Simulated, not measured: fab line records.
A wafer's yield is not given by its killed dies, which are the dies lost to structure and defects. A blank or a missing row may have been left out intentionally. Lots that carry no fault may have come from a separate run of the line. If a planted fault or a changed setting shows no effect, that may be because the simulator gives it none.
What tool caused it? :: flow nandHarc :: 12 lots with 36 wafers sampled at 5 steps, on a route of 1159 steps

## WHAT THE GAUGES SHOWED, per wafer
NHARC_P_M0_INSPECT_27.
lot: L599
measured: day 6 18:10
on: defectInspect-01
rawDefectCount: 314 255 548

lot: L598
measured: day 6 18:38
on: defectInspect-01
rawDefectCount: 311 387 413

lot: L600
measured: day 6 19:02
on: defectInspect-01
rawDefectCount: 240 270 275

lot: L601
measured: day 7 05:37
on: defectInspect-02
rawDefectCount: 494 346 261

lot: L602
measured: day 7 13:26
on: defectInspect-01
rawDefectCount: 299 155 231

lot: L603
measured: day 7 14:02
on: defectInspect-01
rawDefectCount: 419 353 392

lot: L606
measured: day 8 08:16
on: defectInspect-02
rawDefectCount: 316 317 267

lot: L607
measured: day 9 06:32
on: defectInspect-02
rawDefectCount: 156 167 263

lot: L614
measured: day 10 13:05
on: defectInspect-02
rawDefectCount: 220 295 395

lot: L616
measured: day 10 20:20
on: defectInspect-01
rawDefectCount: 235 197 289

lot: L617
measured: day 11 01:35
on: defectInspect-02
rawDefectCount: 321 352 230

lot: L619
measured: day 11 15:29
on: defectInspect-02
rawDefectCount: 392 314 429

NHARC_P_M1_CD_MEAS_09 targets a cd of 130 nm.
lot: L599
measured: day 6 19:32
on: cdSem-02
cdNm (nm): 130.1 129.7 129.8

lot: L598
measured: day 6 20:16
on: cdSem-01
cdNm (nm): 130.4 129.8 130.1

lot: L600
measured: day 6 20:18
on: cdSem-03
cdNm (nm): 129.2 129.7 129.5

lot: L601
measured: day 7 07:04
on: cdSem-03
cdNm (nm): 130.3 130.6 130.2

lot: L602
measured: day 7 14:50
on: cdSem-01
cdNm (nm): 129.7 129.9 129.9

lot: L603
measured: day 7 15:25
on: cdSem-01
cdNm (nm): 130.3 130.1 129.8

lot: L606
measured: day 8 09:40
on: cdSem-01
cdNm (nm): 130.6 129.9 130.5

lot: L607
measured: day 9 07:55
on: cdSem-02
cdNm (nm): 129.9 129.6 130.0

lot: L614
measured: day 10 14:37
on: cdSem-01
cdNm (nm): 129.8 130.6 130.3

lot: L616
measured: day 10 21:52
on: cdSem-01
cdNm (nm): 129.9 129.9 130.0

lot: L617
measured: day 11 02:58
on: cdSem-02
cdNm (nm): 129.8 130.6 130.2

lot: L619
measured: day 11 16:45
on: cdSem-03
cdNm (nm): 130.5 130.2 130.6

NHARC_END_SORT_01.
lot: L601
measured: day 20 23:44
on: prober-01
defectLimitedYield (%): 95.0
killedAtArray: 25
killedAtOther: 4
killedAtPeriphery: 5
killedDies: 34
killedOpen: 2
killedShort: 2
sort_bin_2_pct (%): 1.6
sort_bin_3_pct (%): 0.15
sort_bin_4_pct (%): 3.2
sortNPass: 643
sortRimYieldPct (%): 93
sortYieldPct (%): 95.0

lot: L607
measured: day 23 16:25
on: prober-01
defectLimitedYield (%): 96.3
killedAtArray: 23
killedAtOther: 0
killedAtPeriphery: 2
killedDies: 25
killedOpen: 3
killedShort: 0
sort_bin_2_pct (%): 0.4
sort_bin_3_pct (%): 0.30
sort_bin_4_pct (%): 3.0
sortNPass: 652
sortRimYieldPct (%): 93
sortYieldPct (%): 96.3

## EACH LOT AND THE TOOL THAT RAN IT (in order: tool; ch and the chambers of the sampled wafers; start)
lot: L599
NHARC_P_M0_ETCH_34: rieDiel-10 ch 1,2, day 6 15:46
NHARC_P_M1_PVD_20: pvdSputter-02, day 6 20:50

lot: L598
NHARC_P_M0_ETCH_34: rieDiel-08 ch 0,3, day 6 16:11
NHARC_P_M1_PVD_20: pvdSputter-02, day 6 21:43

lot: L600
NHARC_P_M0_ETCH_34: rieDiel-10 ch 1,2,3, day 6 16:34
NHARC_P_M1_PVD_20: pvdSputter-01, day 6 21:40

lot: L601
NHARC_P_M0_ETCH_34: rieDiel-08 ch 0,2, day 7 03:12
NHARC_P_M1_PVD_20: pvdSputter-01, day 7 08:24

lot: L602
NHARC_P_M0_ETCH_34: rieDiel-08 ch 0,1,3, day 7 11:02
NHARC_P_M1_PVD_20: pvdSputter-01, day 7 16:16

lot: L603
NHARC_P_M0_ETCH_34: rieDiel-08 ch 1,3, day 7 11:37
NHARC_P_M1_PVD_20: pvdSputter-02, day 7 16:46

lot: L606
NHARC_P_M0_ETCH_34: rieDiel-13 ch 0,1,3, day 8 05:53
NHARC_P_M1_PVD_20: pvdSputter-02, day 8 10:59

lot: L607
NHARC_P_M0_ETCH_34: rieDiel-10 ch 0,2,3, day 9 04:03
NHARC_P_M1_PVD_20: pvdSputter-02, day 9 09:17

lot: L614
NHARC_P_M0_ETCH_34: rieDiel-10 ch 0,1, day 10 10:39
NHARC_P_M1_PVD_20: pvdSputter-01, day 10 15:55

lot: L616
NHARC_P_M0_ETCH_34: rieDiel-08 ch 0,2,3, day 10 17:52
NHARC_P_M1_PVD_20: pvdSputter-03, day 10 23:14

lot: L617
NHARC_P_M0_ETCH_34: rieDiel-10 ch 0,2, day 10 23:03
NHARC_P_M1_PVD_20: pvdSputter-01, day 11 04:17

lot: L619
NHARC_P_M0_ETCH_34: rieDiel-13 ch 0,2,3, day 11 13:05
NHARC_P_M1_PVD_20: pvdSputter-01, day 11 18:08
- NHARC_P_M0_ETCH_34: etches the open film in N2/H2, target depth 40 nm, overetch 12 nm, time 43.94 s.
- NHARC_P_M1_PVD_20: deposits TaN, target thk 5 nm, time 8.06 s.

## WHAT THE TOOLS THEMSELVES READ (means of the sampled wafers that have a number; where no wafer has one, the mark that the record gives instead)
NHARC_P_M0_ETCH_34.
lot: L599
tool: rieDiel-10
drypumpMotorCurrentA (A): 5.9
h2FlowSccm (sccm): 150.1
oesProductAu (a.u.): 1.004
rfVppV (V): 429.8
showerheadPlenumPTorr (Torr): 2.01
throttleValvePct (%): 14.171

lot: L598
tool: rieDiel-08
drypumpMotorCurrentA (A): 5.7
h2FlowSccm (sccm): 150.2
oesProductAu (a.u.): 0.999
rfVppV (V): 432.3
showerheadPlenumPTorr (Torr): 2.07
throttleValvePct (%): 14.165

lot: L600
tool: rieDiel-10
drypumpMotorCurrentA (A): 5.7
h2FlowSccm (sccm): 150.1
oesProductAu (a.u.): 1.005
rfVppV (V): 430.9
showerheadPlenumPTorr (Torr): 2.04
throttleValvePct (%): 14.175

lot: L601
tool: rieDiel-08
drypumpMotorCurrentA (A): 5.9
h2FlowSccm (sccm): 150.5
oesProductAu (a.u.): 0.993
rfVppV (V): 431.4
showerheadPlenumPTorr (Torr): 2.07
throttleValvePct (%): 14.170

lot: L602
tool: rieDiel-08
drypumpMotorCurrentA (A): 5.5
h2FlowSccm (sccm): 150.1
oesProductAu (a.u.): 1.000
rfVppV (V): 429.7
showerheadPlenumPTorr (Torr): 2.02
throttleValvePct (%): 14.167

lot: L603
tool: rieDiel-08
drypumpMotorCurrentA (A): 5.5
h2FlowSccm (sccm): 149.7
oesProductAu (a.u.): 1.001
rfVppV (V): 429.9
showerheadPlenumPTorr (Torr): 2.00
throttleValvePct (%): 14.182

lot: L606
tool: rieDiel-13
drypumpMotorCurrentA (A): 6.0
h2FlowSccm (sccm): 150.4
oesProductAu (a.u.): 0.998
rfVppV (V): 431.1
showerheadPlenumPTorr (Torr): 2.04
throttleValvePct (%): 14.166

lot: L607
tool: rieDiel-10
drypumpMotorCurrentA (A): 5.5
h2FlowSccm (sccm): 150.1
oesProductAu (a.u.): 1.007
rfVppV (V): 431.9
showerheadPlenumPTorr (Torr): 2.10
throttleValvePct (%): 14.169

lot: L614
tool: rieDiel-10
drypumpMotorCurrentA (A): 5.4
h2FlowSccm (sccm): 150.6
oesProductAu (a.u.): 1.000
rfVppV (V): 430.5
showerheadPlenumPTorr (Torr): 2.02
throttleValvePct (%): 14.172

lot: L616
tool: rieDiel-08
drypumpMotorCurrentA (A): 5.8
h2FlowSccm (sccm): 149.9
oesProductAu (a.u.): 1.001
rfVppV (V): 431.6
showerheadPlenumPTorr (Torr): 2.06
throttleValvePct (%): 14.162

lot: L617
tool: rieDiel-10
drypumpMotorCurrentA (A): 5.5
h2FlowSccm (sccm): 149.9
oesProductAu (a.u.): 0.993
rfVppV (V): 432.7
showerheadPlenumPTorr (Torr): 2.14
throttleValvePct (%): 14.172

lot: L619
tool: rieDiel-13
drypumpMotorCurrentA (A): 6.1
h2FlowSccm (sccm): 149.6
oesProductAu (a.u.): 0.995
rfVppV (V): 430.6
showerheadPlenumPTorr (Torr): 2.05
throttleValvePct (%): 14.166

NHARC_P_M1_PVD_20.
lot: L599
tool: pvdSputter-02
cathodeDcPowerW (W): 14998
throttleValvePct (%): 29.6

lot: L598
tool: pvdSputter-02
cathodeDcPowerW (W): 14999
throttleValvePct (%): 29.2

lot: L600
tool: pvdSputter-01
cathodeDcPowerW (W): 15000
throttleValvePct (%): 29.2

lot: L601
tool: pvdSputter-01
cathodeDcPowerW (W): 15000
throttleValvePct (%): 29.0

lot: L602
tool: pvdSputter-01
cathodeDcPowerW (W): 14999
throttleValvePct (%): 29.9

lot: L603
tool: pvdSputter-02
cathodeDcPowerW (W): 15001
throttleValvePct (%): 30.1

lot: L606
tool: pvdSputter-02
cathodeDcPowerW (W): 15003
throttleValvePct (%): 29.5

lot: L607
tool: pvdSputter-02
cathodeDcPowerW (W): 15651
throttleValvePct (%): 30.1

lot: L614
tool: pvdSputter-01
cathodeDcPowerW (W): 15000
throttleValvePct (%): 29.5

lot: L616
tool: pvdSputter-03
cathodeDcPowerW (W): 14996
throttleValvePct (%): 30.3

lot: L617
tool: pvdSputter-01
cathodeDcPowerW (W): 14999
throttleValvePct (%): 29.6

lot: L619
tool: pvdSputter-01
cathodeDcPowerW (W): 14999
throttleValvePct (%): 29.5

## THE ANSWER, worked out from the rows above alone
Rule: what is usual is taken from the lots themselves. Put in order of their means at a reading, lots are off if they are a third of the lots or fewer, leave a main group of 4 or more, and stand apart from it by a gap of 3 or more times the standard deviation of the main group's means; of several such gaps the widest counts. Not used: any main group whose means are identical at the precision the tables above print for the reading. Also off: a lot with no number at a reading for which 4 or more lots have one. The other lots that the step has rows for count as sound. The gauges are gone through in route order, then the tools' own readings, and for those a lot's mean is taken as printed above. The first step at which some lot is off is used, and at that step the reading that is off furthest; a lot without a number counts as furthest.
Off, at NHARC_P_M1_PVD_20 on cathodeDcPowerW: L607. Mean 14999 W and standard deviation 1.7 in the main group.
If a tool, at that step or one of the process steps before it, ran each lot that is off and ran no sound lot following the first of them, it fits. One fits: NHARC_P_M1_PVD_20 on pvdSputter-02. A fault onset in the window from L606 (day 8 10:59, its last sound lot) to L607 (day 9 09:17, its first lot off) fits.
On the lots that are off, the tool's own readings at NHARC_P_M1_PVD_20 differ by more than 5 times the standard deviation of the sound lots' means, which bears it out; cathodeDcPowerW reads 15651 W there versus 14999 W on the sound lots.

## WHAT THE SIMULATOR HAD INSERTED
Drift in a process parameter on pvdSputter-02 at NHARC_P_M1_PVD_20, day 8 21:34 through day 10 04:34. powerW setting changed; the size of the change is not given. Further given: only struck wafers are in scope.
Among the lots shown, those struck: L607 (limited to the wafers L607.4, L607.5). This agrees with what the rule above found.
